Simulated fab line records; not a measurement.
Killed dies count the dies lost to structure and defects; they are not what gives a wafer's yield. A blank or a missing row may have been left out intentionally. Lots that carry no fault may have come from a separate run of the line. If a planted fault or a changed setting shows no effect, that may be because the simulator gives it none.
A struck lot beside a sound one || flow n5_finfet || 18 steps out of a route of 1938
Sound: these wafers, L832.3, L832.5, L832.6. Struck: wafers L837.4, L837.6 (left out: L837.2, a lot-mate that was not struck); the cause follows at the end.
Order at every step that has rows: each side's tool, ch and its chambers, its first start. Under that, the readings that differ: sound wafers || struck wafers || difference of the means || sigmas: that difference in standard deviations of wafers without a fault.
alike: a reading whose means differ by less than 2 such deviations, as well as words and numbers matching on both sides. not compared: withheld readings; readings where some wafer has no value; bounds like >300 that might hide an equal value; numbers whose values overlap and for which the record gives no deviation.
A row with sigmas, a row that says differs or no value, or rows on one side alone: a step with any of these is where the two part. Numbers that have no deviation but don't overlap get no sigmas and don't part them. A reading that every wafer of one side lacks parts them only if that side has two wafers or more.

first, 1 step without rows for these wafers: N5_BEOL_M1_ANNEAL_82 (time 240 s).
N5_BEOL_M1_SPUTTER_86: material Cu, target thk 4.5 nm, time 8.29 s.
  sound on pvd_sputter-02, day 9 04:14; struck on pvd_sputter-01, day 11 03:38
  alike: throttle_valve_pct
N5_BEOL_M1_ANNEAL_87: time 240 s.
  sound on pvd_sputter-02, day 9 04:19; struck on pvd_sputter-01, day 11 03:43
  alike: heater_power_w
then, 1 step without rows for these wafers: N5_BEOL_M1_SPUTTER_88 (material Cu, target thk 4.5 nm, time 8.29 s).
N5_BEOL_M1_ANNEAL_89: time 240 s.
  sound on pvd_sputter-02, day 9 04:32; struck on pvd_sputter-01, day 11 03:56
  alike: heater_power_w
then, 3 steps without rows for these wafers: N5_BEOL_M1_SPUTTER_90 (material Cu, target thk 4.5 nm, time 8.29 s); N5_BEOL_M1_ANNEAL_91 (time 240 s); N5_BEOL_M1_SPUTTER_92 (material Cu, target thk 4.5 nm, time 8.29 s).
N5_BEOL_M1_ANNEAL_93: time 240 s.
  sound on pvd_sputter-02, day 9 04:59; struck on pvd_sputter-01, day 11 04:22
  alike: heater_power_w
then, 2 steps without rows for these wafers: N5_BEOL_M1_SPUTTER_94 (material Cu, target thk 4.5 nm, time 8.29 s); N5_BEOL_M1_ANNEAL_95 (time 240 s).
N5_BEOL_M1_SPUTTER_96: material Cu, target thk 4.5 nm, time 8.29 s.
  sound on pvd_sputter-02, day 9 05:20; struck on pvd_sputter-01, day 11 04:44
  alike: throttle_valve_pct
N5_BEOL_M1_ECD_50: material Cu, target thk 300 nm.
  sound on ecd_cu-01 ch 0,1, day 9 05:28; struck on ecd_cu-01 ch 0,1, day 11 04:50
{"reading": "model.Cu_of_BEOL_M1_ECD_50.thk_nm (nm)", "sound": "298.6 298.8 299.8", "struck": "401.6 402", "difference": "+102.7", "sigmas": ""}
then, 1 step without rows for these wafers: N5_BEOL_M1_ANNEAL_51 (time 90 s).
N5_BEOL_M1_CMP_52: polishes, stops on SiOC, t overpolish 6.8 s, target thk 40 nm.
  sound on cmp-01 ch 0,1,3, day 9 05:56; struck on cmp-04 ch 1,3, day 11 05:13
{"reading": "time_to_endpoint_s (s)", "sound": "67 63 58", "struck": "91 85", "difference": "+25", "sigmas": "+7"}
  alike: motor_current_A
N5_BEOL_M1_THK_MEAS_53: measures by xrf.
  sound on film_metro-02, day 9 06:08; struck on film_metro-02, day 11 05:31
  alike: M1_THK
-- a jump in the record: the struck wafers' starts before and after are 3 days apart (it breaks off in module BEOL_M1 and resumes in module BEOL_M4, where the first step shown is number 1111 of the route) --
N5_BEOL_M4_RC_MEAS_101:
  sound on prober-01 ch 0, day 12 12:02; struck on prober-01 ch 0, day 14 08:53
  alike: DIBL_N, DIBL_P, IOFF_N, IOFF_P, ION_N, ION_P, SS_N, SS_P, VT_N, VT_P
-- record jumps: 6 days separate the struck wafers' starts on either side; left off in module BEOL_M4, taken up again in module PASSIVATION, whose first shown step is the route's number 1936 --
N5_PASSIVATION_PROBE_49:
  sound on prober-01, day 17 04:47; struck on prober-01, day 20 14:29
{"reading": "sort_bin_6_memory (%)", "sound": "2.3 2.1 3.4", "struck": "5.3 3.4", "difference": "+1.7", "sigmas": "+2"}
  alike: defect_limited_yield, killed_at_M0_to_M3, killed_at_M4_up, killed_at_contacts, killed_at_front_end, killed_at_other, killed_dies, killed_open, killed_short, sort_bin_5_function, sort_bin_8_speed, sort_n_pass, sort_yield_pct

WHERE THEY PART
At N5_BEOL_M1_CMP_52 first; at N5_PASSIVATION_PROBE_49 last (within this record only).

WHY: what the simulator had put in
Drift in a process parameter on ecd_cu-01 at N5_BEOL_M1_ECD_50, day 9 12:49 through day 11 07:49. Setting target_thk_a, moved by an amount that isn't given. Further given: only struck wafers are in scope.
